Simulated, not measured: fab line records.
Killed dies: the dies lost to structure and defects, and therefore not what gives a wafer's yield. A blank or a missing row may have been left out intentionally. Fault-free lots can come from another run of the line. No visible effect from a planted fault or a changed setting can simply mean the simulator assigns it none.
A lot that was struck, set against a sound lot / flow nand-harc / 43 steps out of a route of 1159
Sound: wafers L437.1, L437.4, L437.5. Struck: wafer L428.3 (left out: L428.2, L428.6 of the same lot, which were not struck); the cause appears at the end.
Per side, at each step with rows, come the tool, then ch with its chambers, and then its first start. Under that, the readings that differ: sound wafers / struck wafers / difference of the means / sigmas: that difference in standard deviations of wafers without a fault.
alike: readings whose means differ by less than 2 such deviations, and words and numbers that are the same on both sides. not compared: withheld readings, readings that some wafer has no value for, bounds like >300 that may hide the same value, and numbers for which the record gives no deviation and whose values overlap.
A row with sigmas, a row that says differs or no value, or rows on one side alone: a step with any of these is where the two part. Numbers that don't overlap but have no deviation are shown without sigmas and don't part them. A reading that every wafer of one side lacks parts them only if that side has two wafers or more.

first, 6 steps without rows for these wafers: NHARC_THIN_TSV_COAT_06; NHARC_THIN_TSV_SOFTBAKE_07 (time 95 s); NHARC_THIN_TSV_EBR_08; NHARC_THIN_TSV_EXPOSE_09 (exposes mask TSV); NHARC_THIN_TSV_PEB_10 (peb time 85 s); NHARC_THIN_TSV_DEVELOP_11 (time 70 s).
NHARC_THIN_TSV_CD_MEAS_12: the cd target is 1000 nm.
  sound on cd-sem-01 ch 0, day 21 23:31; struck on cd-sem-03 ch 0, day 21 00:46
  alike: cd-nm
then, 4 steps without rows for these wafers: NHARC_THIN_TSV_HARDBAKE_13 (time 80 s); NHARC_THIN_TSV_DESCUM_14 (chemistry O2, time 3 s); NHARC_THIN_TSV_ETCH_44 (etches the open film in CF4/O2, target depth 1594.2 nm, time 797.1 s); NHARC_THIN_TSV_ETCH_15 (target depth 3000 nm, bosch target overetch cycles 2, bosch etch step 2.8 s).
NHARC_THIN_TSV_CD_MEAS_16:
  sound on cd-sem-03 at day 22 00:31; struck on cd-sem-01 at day 21 01:44
  alike: cd-nm
NHARC_THIN_TSV_STRIP_45: strips in O2.
  sound on plasma-asher-02 ch 0, day 22 00:38; struck on plasma-asher-01 ch 0, day 21 01:51
reading=drypump-motor-current-A (A); sound=6.2 6.2 6.2; struck=4.9; difference=-1.3; sigmas=-3
  alike: heater-power-w
  not compared: rf-hours-counter-h
then, 3 steps without rows for these wafers: NHARC_THIN_TSV_STRIP_46 (strips in post etch residue remover, time 1200 s); NHARC_THIN_TSV_DEP_47 (deposits SiO2, target thk 200 nm); NHARC_THIN_TSV_ETCHBACK_48 (etches the open film in C4F8/Ar, target depth 1028.5 nm, time 405.17 s).
NHARC_THIN_TSV_STRIP_62: strips in N2/H2, time 20 s.
  sound on plasma-asher-02 ch 0,1, day 22 02:09; struck on plasma-asher-01 ch 0, day 21 03:24
reading=drypump-motor-current-A (A); sound=6.2 6.2 5.8; struck=4.9; difference=-1.2; sigmas=-2
  alike: heater-power-w
  not compared: rf-hours-counter-h
then, 2 steps without rows for these wafers: NHARC_THIN_TSV_DEGAS_49 (time 120 s); NHARC_THIN_TSV_PRE_CLEAN_50 (time 30 s).
NHARC_THIN_TSV_PVD_19: deposits TaN, target thk 20 nm.
  sound on pvd-sputter-02; struck on pvd-sputter-01
reading=throttle-valve-pct (%); sound=28.9 30.4 29.9; struck=31.8; difference=+2.1; sigmas=+3
NHARC_THIN_TSV_PVD_51: deposits Cu, target thk 100 nm.
  sound on pvd-sputter-02; struck on pvd-sputter-01
  alike: throttle-valve-pct
then, 1 step without rows for these wafers: NHARC_THIN_TSV_ECD_20 (material Cu, target thk 2000 nm).
NHARC_THIN_TSV_ANNEAL_52: time 90 s.
  sound on rtp-anneal-02 ch 0, day 22 03:30; struck on rtp-anneal-02 ch 0, day 21 04:47
  alike: wafer_temp_C_max
then, 2 steps without rows for these wafers: NHARC_THIN_TSV_CMP_21 (polishes, t overpolish 30 s, target thk 2000 nm); NHARC_THIN_TSV_SRD_23.
NHARC_THIN_TSV_DEGAS_53: time 60 s.
  sound on pvd-sputter-02 at day 22 04:18; struck on pvd-sputter-01 at day 21 05:33
reading=heater-power-w (W); sound=410 453 402; struck=496; difference=+74; sigmas=+2
then, 11 steps without rows for these wafers: NHARC_THIN_TSV_PRE_CLEAN_54 (time 30 s); NHARC_THIN_TSV_PVD_55 (deposits TiN, target thk 50 nm); NHARC_THIN_TSV_PVD_24 (deposits Al, target thk 800 nm); NHARC_THIN_TSV_DEHYDRATE_25 (time 120 s); NHARC_THIN_TSV_HMDS_26 (time 30 s); NHARC_THIN_TSV_COAT_27; NHARC_THIN_TSV_SOFTBAKE_28 (time 95 s); NHARC_THIN_TSV_EBR_29; NHARC_THIN_TSV_EXPOSE_30 (exposes mask PAD); NHARC_THIN_TSV_PEB_31 (peb time 85 s); NHARC_THIN_TSV_DEVELOP_32 (time 70 s).
NHARC_THIN_TSV_CD_MEAS_33: the cd target is 5000 nm.
  sound on cd-sem-03 ch 0, day 22 05:28; struck on cd-sem-02 ch 0, day 21 06:34
  alike: cd-nm
then, 3 steps without rows for these wafers: NHARC_THIN_TSV_HARDBAKE_34 (time 80 s); NHARC_THIN_TSV_DESCUM_35 (chemistry O2, time 3 s); NHARC_THIN_TSV_ETCH_59 (etches the open film in Cl2/BCl3, target depth 880 nm, time 138.1 s).
NHARC_END_WLT_00:
  sound on prober-02 at day 22 18:32; struck on prober-02 at day 22 07:07
reading=VT_DECK1_BOTTOM; sound=0.859 0.867 0.866; struck=0.884; difference=+0.020; sigmas=+2
reading=VT_DECK1_BOTTOM_INNER; sound=0.862 0.864 0.871; struck=0.887; difference=+0.021; sigmas=+3
reading=VT_DECK1_MEDIAN_NEAR_BOTTOM; sound=0.860 0.864 0.865; struck=0.888; difference=+0.025; sigmas=+3
reading=VT_DECK1_MEDIAN_NEAR_BOTTOM_INNER; sound=0.861 0.865 0.865; struck=0.889; difference=+0.025; sigmas=+3
reading=VT_DECK1_MIDDLE; sound=0.877 0.873 0.878; struck=0.898; difference=+0.022; sigmas=+3
  alike: VT_DECK1_MIDDLE_INNER, VT_DECK1_TOP, VT_DECK1_TOP_INNER
  not compared: hold
NHARC_END_SORT_01:
  sound on prober-02 ch 0, day 22 21:29; struck on prober-02 ch 0, day 22 13:38
reading=hold; sound=- - -; struck=await-dispo/3.4h/release; difference=no value on the sound wafers; sigmas=
reading=defect-limited-yield (%); sound=91.1 92.0 92.0; struck=86.7; difference=-5.0; sigmas=-3
reading=killed-at-other; sound=1 2 2; struck=50; difference=+48; sigmas=+44
reading=killed-dies; sound=60 54 54; struck=90; difference=+34; sigmas=+3
reading=killed-open; sound=3 6 2; struck=0; difference=-4; sigmas=-2
reading=sort_bin_2_pct (%); sound=2.5 2.4 1.6; struck=5.2; difference=+3.0; sigmas=+5
reading=sort_bin_3_pct (%); sound=0.15 0.15 0.44; struck=2.81; difference=+2.56; sigmas=+12
reading=sort-n-pass; sound=617 623 623; struck=587; difference=-34; sigmas=-3
reading=sort-rim-yield-pct (%); sound=97 85 98; struck=84; difference=-9; sigmas=-3
reading=sort-yield-pct (%); sound=91.1 92.0 92.0; struck=86.7; difference=-5.0; sigmas=-3
  alike: killed-at-array, killed-at-periphery, killed-short, sort_bin_4_pct

== WHERE THEY PART ==
Earliest at NHARC_THIN_TSV_STRIP_45; latest, in this record, at NHARC_END_SORT_01.

WHY: what the simulator had put in
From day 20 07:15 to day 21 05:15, plasma-asher-01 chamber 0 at NHARC_THIN_TSV_STRIP_45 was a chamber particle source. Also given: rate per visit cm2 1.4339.
